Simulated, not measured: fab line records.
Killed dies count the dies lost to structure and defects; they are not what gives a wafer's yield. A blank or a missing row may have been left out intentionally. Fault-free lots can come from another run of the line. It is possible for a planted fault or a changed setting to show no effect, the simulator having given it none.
Chamber matching -- flow n5 finfet -- cvd co-01 running N5_BEOL_M5_CO_CAP_78: 3 sister chambers
The step material Co, precursor CCTBA/H2, target thk 2 nm, time 102.1 s. 14 wafers are shown with their chamber, then 6 later ones without.

## WAFERS WITH THEIR CHAMBER
wafer,chamber,heater power w (W)
L441.3,1,229
L441.4,2,222
L441.6,0,246
L448.2,2,223
L448.4,0,250
L448.5,1,232
L450.4,0,239
L450.5,2,231
L450.6,1,230
L452.1,2,226
L452.6,2,226
L456.1,2,228
L456.2,1,233
L456.4,1,236

SIGNATURES (means of the wafers above)
reading,chamber 0,chamber 1,chamber 2,scatter within a chamber
heater power w,245.00,232.00,226.00,3.64
Rule: for each reading, subtract the chamber's mean from the wafer's reading, divide by that reading's scatter and square the result; add these up over the readings and take the root, which gives the wafer's distance from the chamber. The wafer belongs to the nearest chamber; if the next one is less than 2 further off, it can't be placed. The scatter is the square root of a quotient: the sum, over the shown wafers, of each reading's squared deviation from its chamber's mean, divided by wafers minus chambers.

## WAFERS WHOSE CHAMBER IS MISSING
wafer,heater power w (W)
L461.4,247
L461.5,236
L461.6,223
L463.2,236
L463.3,248
L463.5,243

## WHICH CHAMBER EACH WENT THROUGH
wafer,from the rows above,in truth
L461.4,0,0
L461.5,can't be placed: 1 or 0 or 2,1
L461.6,can't be placed: 2 or 1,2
L463.2,can't be placed: 1 or 0 or 2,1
L463.3,0,0
L463.5,0,0
Correctly placed: 3 of 6. Not placeable from these rows: 3 (in 3, the candidates include the true chamber). Wrongly placed: 0.
